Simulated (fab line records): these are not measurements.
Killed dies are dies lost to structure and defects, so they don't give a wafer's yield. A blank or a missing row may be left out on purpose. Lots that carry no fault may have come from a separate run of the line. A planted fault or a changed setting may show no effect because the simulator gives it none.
fab line records	flow nand-harc
record lots=14	wafers=42	last-day=24
route steps=1159 shown P_BONDPAD@380 A_ZERO_WELL@404 A_ONON_D1@438
lots untouched by any fault: they come from a run of this same line in which no faults occurred
start-h: start of the lot's first displayed wafer, in hours after the record's first day	wait-h: how many hours have passed since the lot's step before this one	" as in the row above	L1.1+2: a row that stands for several wafers	- no value, or no start given	* or withheld: withheld	< > ~ a bound
route shown NAME@n: a module of which the file shows steps, and the number in the route of the first	usual: mean and standard deviation over wafers with no fault	same: alike in all rows	chamber/n: place in a boat	sites: readings site by site	_std_site: the standard deviation of these	_edge_site: outer sites' mean less inner sites'	radius-mm: for every site, how far away it sits from the centre of the wafer	mask NAME#n: copy n	behind: tool/chamber where the wafer was last shaped	hold: cause of the lot's hold/its duration in hours/its outcome	device: which transistor (n, p or np) failed to switch	end of line: at the end of the route, the tests of the same wafers	a step with no rows: only its recipe	killed: count of dies lost to structure and defects at first sort (not the wafer's yield)	map: per-die view of a wafer (x killed, . not killed, _ where there is no die)
set.NAME: setting as actually run; set.NAME@STEP: the setting as run at that earlier step	model.NAME: the simulator's own value behind a step, which no gauge read
steps of the route over a sample of lots; a table a step, a row a wafer
services: a tool's chamber out of use, with start hour (start-h, from the record's first day; less than 0 if before it), hours out, and reason
## steps
# step NHARC_P_BONDPAD_CMP_19
# recipe t-overpolish-s=30	cu-recess-touch-s=16	target-thk-nm=160.81
# usual motor-current-A=12.1/1.1	overpolish-run-s=29.999/0.0095	retaining-ring-pressure-frac=1.000/0.0048
# same cu-recess-touch-s=16
lot.wafer	tool	chamber	start-h	wait-h	motor-current-A	overpolish-run-s	retaining-ring-pressure-frac
L210.1	cmp-02	2	138.60	-	12.6	29.997	0.997
L210.6	"	1	"	"	11.4	29.998	0.998
L210.5	"	2	"	"	12.6	29.994	0.992
L212.1	cmp-02	3	141.16	-	12.9	30.004	0.992
L212.4	"	0	"	"	12.1	29.996	0.999
L212.2	"	1	"	"	11.0	29.995	1.004
L213.3	cmp-02	3	154.06	-	12.6	29.992	1.000
L213.2	"	0	"	"	12.0	30.003	0.998
L213.5	"	2	"	"	12.9	30.004	0.993
L214.3	cmp-02	1	154.82	-	11.3	29.995	1.004
L214.5	"	1	"	"	11.4	30.004	0.999
L214.6	"	2	"	"	12.6	29.982	0.998
L215.3	cmp-04	0	155.06	-	11.9	29.993	0.994
L215.2	"	1	"	"	13.2	29.998	0.997
L215.6	"	0	"	"	12.2	29.994	1.002
L218.3	cmp-04	0	175.77	-	12.3	29.999	1.001
L218.4	"	1	"	"	13.3	30.007	1.000
L218.6	"	3	"	"	11.1	30.002	0.998
L220.4	cmp-02	0	189.43	-	12.7	30.014	0.997
L220.1	"	2	"	"	12.5	29.996	0.996
L220.5	"	0	"	"	11.9	30.017	1.001
L223.3	cmp-02	0	206.34	-	12.1	29.996	0.999
L223.2	"	2	"	"	12.7	30.000	1.006
L223.4	"	3	"	"	13.2	29.995	0.995
L221.2	cmp-03	1	207.21	-	10.3	29.997	0.998
L221.3	"	2	"	"	14.5	29.999	1.000
L221.6	"	1	"	"	10.8	29.987	0.999
L224.1	cmp-04	2	210.19	-	11.8	30.009	0.993
L224.4	"	3	"	"	11.2	29.990	0.997
L224.5	"	1	"	"	13.2	29.985	1.003
L227.4	cmp-04	2	235.33	-	11.1	29.999	1.000
L227.3	"	3	"	"	10.7	29.990	1.001
L227.2	"	1	"	"	13.6	30.005	0.993
L228.2	cmp-04	1	242.20	-	13.0	30.002	0.996
L228.4	"	2	"	"	10.5	30.007	1.005
L228.1	"	3	"	"	10.9	29.999	1.007
L230.1	cmp-02	1	242.88	-	11.0	30.010	1.000
L230.4	"	2	"	"	12.4	29.993	1.005
L230.6	"	1	"	"	10.4	29.997	1.000
L233.2	cmp-03	0	268.55	-	14.0	29.984	1.007
L233.3	"	3	"	"	11.9	29.997	0.992
L233.5	"	0	"	"	12.9	29.995	1.000
# step NHARC_P_BONDPAD_THK_MEAS_20
# recipe thk-meas-gauge=xrf
# usual thk-nm=160.5/1.7
lot.wafer	tool	chamber	start-h	wait-h	thk-nm
L210.1	film-metro-02	-	138.89	-	159.2
L210.5	"	-	"	"	160.0
L210.6	"	-	"	"	160.7
L212.1	film-metro-02	-	141.48	-	159.1
L212.2	"	-	"	"	158.4
L212.4	"	-	"	"	160.1
L213.2	film-metro-01	-	154.33	-	160.6
L213.3	"	-	"	"	158.3
L213.5	"	-	"	"	160.9
L214.3	film-metro-02	-	155.14	-	162.1
L214.5	"	-	"	"	160.2
L214.6	"	-	"	"	159.9
L215.2	film-metro-02	-	155.38	-	161.6
L215.3	"	-	"	"	159.6
L215.6	"	-	"	"	160.3
L218.3	film-metro-01	-	176.07	-	163.5
L218.4	"	-	"	"	159.9
L218.6	"	-	"	"	159.2
L220.1	film-metro-02	-	189.76	-	161.4
L220.4	"	-	"	"	158.5
L220.5	"	-	"	"	160.0
L223.2	film-metro-01	-	206.66	-	159.8
L223.3	"	-	"	"	160.2
L223.4	"	-	"	"	159.1
L221.2	film-metro-01	-	207.50	-	163.1
L221.3	"	-	"	"	160.0
L221.6	"	-	"	"	160.6
L224.1	film-metro-01	-	210.45	-	161.6
L224.4	"	-	"	"	158.5
L224.5	"	-	"	"	161.8
L227.2	film-metro-01	-	235.66	-	160.8
L227.3	"	-	"	"	160.6
L227.4	"	-	"	"	163.4
L228.1	film-metro-02	-	242.52	-	159.6
L228.2	"	-	"	"	159.8
L228.4	"	-	"	"	163.0
L230.1	film-metro-02	-	243.21	-	160.3
L230.4	"	-	"	"	161.6
L230.6	"	-	"	"	158.1
L233.2	film-metro-02	-	268.87	-	161.5
L233.3	"	-	"	"	160.3
L233.5	"	-	"	"	161.6
# step NHARC_A_ZERO_WELL_ETCH_19
# recipe target-depth-a=800	overetch-a=240	time-s=87.88	ion-energy-ev=200	n2-flow-sccm=150	h2-flow-sccm=150	ar-flow-sccm=0	rf-w=400	bias-w=150	chemistry=N2/H2
# usual drypump-motor-current-A=5.4/0.37	h2-flow-sccm=150.0/0.48	oes-product-au=1.000/0.011	rf-vpp-V=431.0/2.4	showerhead-plenum-p-Torr=2.05/0.078	throttle-valve-pct=14.172/0.0095
lot.wafer	tool	chamber	start-h	wait-h	drypump-motor-current-A	h2-flow-sccm	oes-product-au	rf-hours-counter-h	rf-vpp-V	showerhead-plenum-p-Torr	throttle-valve-pct
L210.1	rie-diel-07	2	140.53	0.1	5.3	150.3	1.021	8	431.8	2.10	14.172
L210.5	"	0	"	"	5.5	149.3	0.992	-	432.2	2.05	14.176
L210.6	"	1	"	"	5.3	149.8	0.994	-	428.0	1.98	14.179
L212.2	rie-diel-08	1	143.29	0.1	5.4	151.1	0.988	1	432.4	2.11	14.156
L212.1	"	2	"	"	4.8	150.3	0.989	1	432.2	2.13	14.177
L212.4	"	0	"	"	5.8	149.9	0.995	-	432.2	2.07	14.177
L213.3	rie-diel-08	2	156.11	0.1	4.9	150.3	1.001	2	432.8	2.13	14.169
L213.2	"	3	"	"	5.1	149.9	1.005	0	426.6	1.92	14.174
L213.5	"	1	"	"	5.4	150.0	0.994	-	432.7	2.11	14.161
L214.3	rie-diel-01	3	156.91	0.1	5.9	149.1	0.998	1	433.1	2.13	14.158
L214.5	"	2	"	"	5.2	150.7	1.015	-	434.4	2.20	14.176
L214.6	"	3	"	"	5.9	149.8	1.015	-	433.5	2.13	14.172
L215.3	rie-diel-08	2	157.04	0.1	4.8	150.0	0.992	2	434.0	2.13	14.184
L215.2	"	1	"	"	5.4	150.4	0.985	2	432.7	2.11	14.171
L215.6	"	3	"	"	5.1	150.3	0.993	-	426.0	1.92	14.201
L218.4	rie-diel-07	0	177.86	0.1	5.5	149.3	0.994	14	429.6	2.05	14.169
L218.3	"	1	"	"	5.3	149.1	1.010	14	427.9	1.98	14.176
L218.6	"	1	"	"	5.3	149.9	0.998	-	430.0	1.98	14.162
L220.1	rie-diel-01	1	191.39	0.1	6.3	149.6	1.000	3	432.0	2.05	14.165
L220.4	"	3	"	"	5.8	149.5	1.005	3	432.4	2.13	14.173
L220.5	"	1	"	"	6.3	149.5	1.009	-	431.4	2.05	14.170
L223.2	rie-diel-07	2	208.29	0.1	5.3	149.8	1.033	16	432.4	2.10	14.166
L223.3	"	3	"	"	5.3	150.0	1.016	16	430.0	2.04	14.172
L223.4	"	1	"	"	5.3	150.7	1.011	16	428.7	1.98	14.167
L221.3	rie-diel-01	2	209.14	0.1	5.2	150.6	1.011	4	436.0	2.20	14.167
L221.2	"	0	"	"	6.0	150.6	1.001	4	427.7	1.92	14.181
L221.6	"	2	"	"	5.2	150.7	1.018	-	436.5	2.20	14.171
L224.1	rie-diel-08	0	212.21	0.1	5.9	150.9	1.001	5	431.3	2.06	14.167
L224.4	"	2	"	"	4.8	150.1	0.993	5	433.7	2.13	14.173
L224.5	"	3	"	"	5.1	149.8	1.011	-	427.1	1.92	14.163
L227.2	rie-diel-08	3	237.32	0.1	5.1	149.1	1.001	6	427.2	1.91	14.177
L227.4	"	0	"	"	5.8	149.6	1.001	7	431.9	2.06	14.173
L227.3	"	1	"	"	5.4	149.4	0.987	7	432.0	2.11	14.152
L228.4	rie-diel-07	3	244.29	0.1	5.3	149.4	0.991	1	430.8	2.04	14.165
L228.2	"	1	"	"	5.3	150.6	0.997	1	429.1	1.98	14.164
L228.1	"	2	"	"	5.3	150.2	0.991	1	432.6	2.10	14.159
L230.1	rie-diel-07	1	245.00	0.1	5.3	149.5	0.997	1	428.9	1.98	14.187
L230.4	"	2	"	"	5.3	150.4	0.999	1	433.0	2.10	14.182
L230.6	"	0	"	"	5.5	150.1	0.997	-	431.8	2.05	14.156
L233.3	rie-diel-08	2	270.66	0.1	4.8	150.9	0.995	9	432.6	2.12	14.172
L233.2	"	0	"	"	5.9	150.1	0.995	9	431.2	2.06	14.162
L233.5	"	1	"	"	5.4	150.3	0.987	-	431.7	2.11	14.166
# step NHARC_A_ONON_D1_DEP_19
# recipe target-thk-a=10000	n2-flow-sccm=2750	n2o-flow-sccm=2000	nh3-flow-sccm=500	sih4-flow-sccm=210	temp-c=400
lot.wafer	tool	chamber	start-h	wait-h
L210.1+5+6	pecvd-onon-04	0	173.31	0.1
L212.1+2+4	pecvd-onon-03	0	173.31	0.1
L215.2+3+6	pecvd-onon-02	0	187.86	0.1
L213.2+3+5	pecvd-onon-04	0	187.88	0.1
L214.3+5+6	pecvd-onon-03	0	187.93	0.2
L218.3+4+6	pecvd-onon-03	0	206.40	0.2
L220.1+4+5	pecvd-onon-03	0	223.94	0.1
L221.2+3+6	pecvd-onon-03	0	246.65	0.2
L223.2+3+4	pecvd-onon-02	0	246.66	0.3
L224.1+4+5	pecvd-onon-02	0	246.96	0.2
L227.2+3+4	pecvd-onon-04	0	267.85	0.1
L230.1+4+6	pecvd-onon-02	0	276.57	0.1
L228.1+2+4	pecvd-onon-03	0	276.58	0.1
L233.2+3+5	pecvd-onon-03	0	302.59	0.1
# step NHARC_A_ONON_D1_THK_MEAS_21
# recipe thk-meas-gauge=ellipsometry
# usual thk-nm=1001/9.3
lot.wafer	tool	chamber	start-h	wait-h	thk-nm
L210.1	film-metro-02	-	173.82	-	1007
L210.5	"	-	"	"	1007
L210.6	"	-	"	"	1005
L212.1	film-metro-01	-	173.82	-	989
L212.2	"	-	"	"	990
L212.4	"	-	"	"	990
L215.2	film-metro-02	-	188.31	-	1009
L215.3	"	-	"	"	1009
L215.6	"	-	"	"	1010
L214.3	film-metro-02	-	188.32	-	1005
L214.5	"	-	"	"	1006
L214.6	"	-	"	"	1006
L213.2	film-metro-01	-	188.33	-	1010
L213.3	"	-	"	"	1009
L213.5	"	-	"	"	1012
L218.3	film-metro-01	-	206.80	-	986
L218.4	"	-	"	"	987
L218.6	"	-	"	"	987
L220.1	film-metro-01	-	224.46	-	995
L220.4	"	-	"	"	995
L220.5	"	-	"	"	994
L221.2	film-metro-01	-	247.10	-	1002
L221.3	"	-	"	"	1003
L221.6	"	-	"	"	1003
L223.2	film-metro-02	-	247.12	-	1009
L223.3	"	-	"	"	1007
L223.4	"	-	"	"	1008
L224.1	film-metro-02	-	247.47	-	1003
L224.4	"	-	"	"	1001
L224.5	"	-	"	"	1003
L227.2	film-metro-01	-	268.31	-	1002
L227.3	"	-	"	"	1001
L227.4	"	-	"	"	1002
L230.1	film-metro-02	-	277.08	-	980
L230.4	"	-	"	"	979
L230.6	"	-	"	"	979
L228.1	film-metro-02	-	277.10	-	1047
L228.2	"	-	"	"	1046
L228.4	"	-	"	"	1048
L233.2	film-metro-02	-	303.04	-	1031
L233.3	"	-	"	"	1030
L233.5	"	-	"	"	1031
## services
tool	chamber	start-h	hours	kind
rie-diel-08	-	124.80	9.0	pm
rie-diel-01	-	137.80	9.0	pm
pecvd-onon-03	-	153.00	13.0	pm
cmp-03	-	156.11	4.0	pm
cmp-03	-	171.35	2.6	repair
cmp-02	-	173.01	4.0	pm
rie-diel-07	0	187.91	1.2	repair
cmp-04	-	198.58	2.2	repair
cmp-04	-	202.03	1.2	repair
cmp-02	-	204.55	1.7	repair
rie-diel-01	1	209.32	3.8	repair
cmp-03	-	216.21	0.3	repair
cmp-04	-	225.27	1.4	repair
rie-diel-07	-	228.20	9.0	pm
pecvd-onon-04	-	237.00	13.0	pm
rie-diel-01	2	259.57	29.8	repair
rie-diel-07	1	267.65	12.5	repair
cmp-02	-	271.01	4.0	pm
rie-diel-01	1	275.09	2.4	repair
rie-diel-08	3	283.15	7.3	repair
rie-diel-01	1	291.81	1.5	repair
pecvd-onon-02	-	292.00	13.0	pm
cmp-04	-	301.20	4.0	pm
rie-diel-08	-	301.80	9.0	pm
## key
first-sign step=NHARC_A_ONON_D1_THK_MEAS_21	reading=thk-nm	direction=up	sigmas=4	usual=1001	struck=1039
effect none on later readings
met-at NHARC_A_ONON_D1_DEP_19
struck-lots L228,L233
later-rows-left-out L228.2,L228.4,L233.2,L233.3
sort-left-out L228.1,L228.2,L228.4,L233.2,L233.3,L233.5
tester-left-out L228,L233
not-acting-at NHARC_P_BONDPAD_CMP_19,NHARC_P_BONDPAD_THK_MEAS_20,NHARC_A_ZERO_WELL_ETCH_19
onset-between 246.65 276.58
also-fits time
fault kind=process-parameter-drift	tool=pecvd-onon-03	chamber=-	onset-h=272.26	steps=NHARC_A_ONON_D1_DEP_19	channel=target-thk-a	offset=*	shape=step	end-h=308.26	acts-in=*	stated=*
# tester-left-out: of these lots the tester's yield and bins aren't shown, on N5 and GAA mostly nor the transistor test; their killed dies are dies lost to structure and defects alone, not to doping, threshold or leakage, so they don't give the yield
# sort-left-out: the simulated sort isn't trusted on such a fault, so these wafers' sort isn't shown, and their yield isn't known
# later-rows-left-out: the simulator's readings of these wafers behind a module that went badly wrong aren't trusted and aren't shown, but for the sort
